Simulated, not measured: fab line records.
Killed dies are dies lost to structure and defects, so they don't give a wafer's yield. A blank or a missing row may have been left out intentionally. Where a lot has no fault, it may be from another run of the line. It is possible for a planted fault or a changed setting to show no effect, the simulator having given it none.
Chamber matching -- flow nand harc -- 3 sister chambers for NHARC_P_M0_DEP_32 on pecvd-04
The step deposits SiCN, target thk 30 nm. 14 wafers are shown with their chamber, then 7 later ones without.

== WAFERS WITH THEIR CHAMBER ==
wafer,chamber,heater power w (W)
L074.1,1,576
L074.5,1,571
L074.6,0,544
L075.2,0,584
L075.3,1,600
L075.4,0,570
L077.3,2,447
L077.4,1,577
L077.6,0,556
L081.1,2,525
L081.3,0,514
L081.4,1,593
L080.2,2,534
L080.5,0,544

SIGNATURES, as means of the wafers listed above
reading,chamber 0,chamber 1,chamber 2,scatter within a chamber
heater power w,552.00,583.40,502.00,27.2
Rule: a wafer lies at a distance from a chamber equal to the root of the sum of squares, over the readings, of (its reading less the chamber's mean, divided by the reading's scatter). If the next closest chamber is less than 2 further off than the closest, the wafer can't be placed; otherwise it belongs to the closest. The scatter is the square root of a quotient: the sum, over the shown wafers, of each reading's squared deviation from its chamber's mean, divided by wafers minus chambers.

== WAFERS WITHOUT THEIR CHAMBER ==
wafer,heater power w (W)
L080.6,498
L083.1,469
L083.4,475
L083.6,624
L097.2,520
L097.3,603
L097.5,603

== THE CHAMBER EACH PASSED THROUGH ==
wafer,from the rows above,in truth
L080.6,can't be placed: 2 or 0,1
L083.1,can't be placed: 2 or 0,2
L083.4,can't be placed: 2 or 0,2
L083.6,can't be placed: 1 or 0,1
L097.2,can't be placed: 2 or 0 or 1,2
L097.3,can't be placed: 1 or 0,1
L097.5,can't be placed: 1 or 0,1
Placed correctly: 0 of 7. Unplaceable from these rows: 7, with the true chamber sitting among the candidates in 6. Number placed wrongly: 0.
